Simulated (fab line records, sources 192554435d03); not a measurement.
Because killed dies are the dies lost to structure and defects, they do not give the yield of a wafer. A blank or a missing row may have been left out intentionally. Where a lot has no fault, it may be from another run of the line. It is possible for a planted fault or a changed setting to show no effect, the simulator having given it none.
Split-lot trial	flow n5 finfet	7 lots, 21 wafers read, on a route of 1938 steps

THE SPLIT
At N5_FIN_SAQP_ETCH_64 (etches SiO2 in CF4, target depth 1.5 nm), the setting bias w was moved away from the recipe's 400 W on 7 of the 21 wafers read, by -16.8% to +17.9%. The other wafers ran this setting at the recipe's value.

Reading taken at the split's own step.

THE READING
etch.depth nm (the simulator's own value, which no gauge read), in nm, at N5_FIN_SAQP_ETCH_64 (etches SiO2 in CF4, target depth 1.5 nm). The file gives no usual value for it. Here, 14 wafers ran the recipe; their average is 1.491 nm with a standard deviation of 0.017 nm.

wafer	tool, chamber at the split	bias w as run, W	against the recipe	etch.depth nm, nm	against lot-mates on the recipe
L074.1	rie si-06, 1	471.8	+17.9%	1.567	+0.048
L074.2	rie si-06, 0	400	recipe	1.519	-
L074.5	rie si-06, 2	471.8	+17.9%	1.606	+0.087
L075.1	rie si-06, 0	332.7	-16.8%	1.434	-0.053
L075.2	rie si-06, 1	400	recipe	1.462	-
L075.3	rie si-06, 3	400	recipe	1.512	-
L078.1	rie si-05, 1	400	recipe	1.469	-
L078.4	rie si-05, 0	400	recipe	1.506	-
L078.5	rie si-05, 3	467.2	+16.8%	1.554	+0.067
L083.3	rie si-05, 3	400	recipe	1.483	-
L083.5	rie si-05, 1	426	+6.5%	1.499	+0.012
L083.6	rie si-05, 0	400	recipe	1.491	-
L094.1	rie si-05, 3	400	recipe	1.472	-
L094.2	rie si-05, 1	400	recipe	1.467	-
L094.3	rie si-05, 2	400	recipe	1.504	-
L096.2	rie si-05, 0	400	recipe	1.493	-
L096.3	rie si-05, 1	334.3	-16.4%	1.39	-0.108
L096.4	rie si-05, 2	400	recipe	1.502	-
L097.3	rie si-05, 2	400	recipe	1.501	-
L097.4	rie si-05, 0	378.1	-5.5%	1.47	-0.028
L097.5	rie si-05, 0	400	recipe	1.496	-

FIT RESULTS
A straight line over all 21 wafers: etch.depth nm changes by +0.00469 nm for each +1% of bias w; r = +0.91; the points scatter about the line by 0.019 nm.
The same after taking each lot's own level away (the mean of its wafers on the recipe; 21 wafers): +0.00418 nm for each +1%; r = +0.91; scatter 0.017 nm.
That fit puts the effect of the largest move of bias w on the reading at 0.075 nm.
Measured against the standard deviation above, the lots' own levels, which go from 1.4810 to 1.5190 nm, span 2.2 times it.
Thus the slope moves with the lot-to-lot level: the two fits are different.
Check: with one of the wafers moved furthest among these (+17.9%) left out of the fit, the line predicts +0.0796 nm for it against its lot-mates. It came out at +0.048 nm against them.

THE OTHER SPLITS THESE WAFERS WENT THROUGH
Other splits were also applied to these wafers ahead of the reading. Each is held against what the fit with the lots' levels taken away leaves over:
other split on the same wafers	wafers away from the commonest value	r with etch.depth nm (lot level and that fit taken away)
N5_ZERO_LAYER_EXPOSE_08 dose mj	4	+0.17
N5_ZERO_LAYER_PEB_09 peb time s	as run: not given for these wafers	-
N5_WELL_APT_EXPOSE_05 dose mj	6	-0.03
N5_WELL_APT_COAT_19 spin rpm	10	-0.03
N5_FIN_SAQP_ALD_61 temp c	5	+0.13
N5_FIN_SAQP_PECVD_06 time s	4	+0.00
N5_FIN_SAQP_ETCH_69 target depth a	7	-0.17

FILE'S OWN FIT
etch.depth nm changes by +0.00425 nm for each +1% of bias w, r = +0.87.
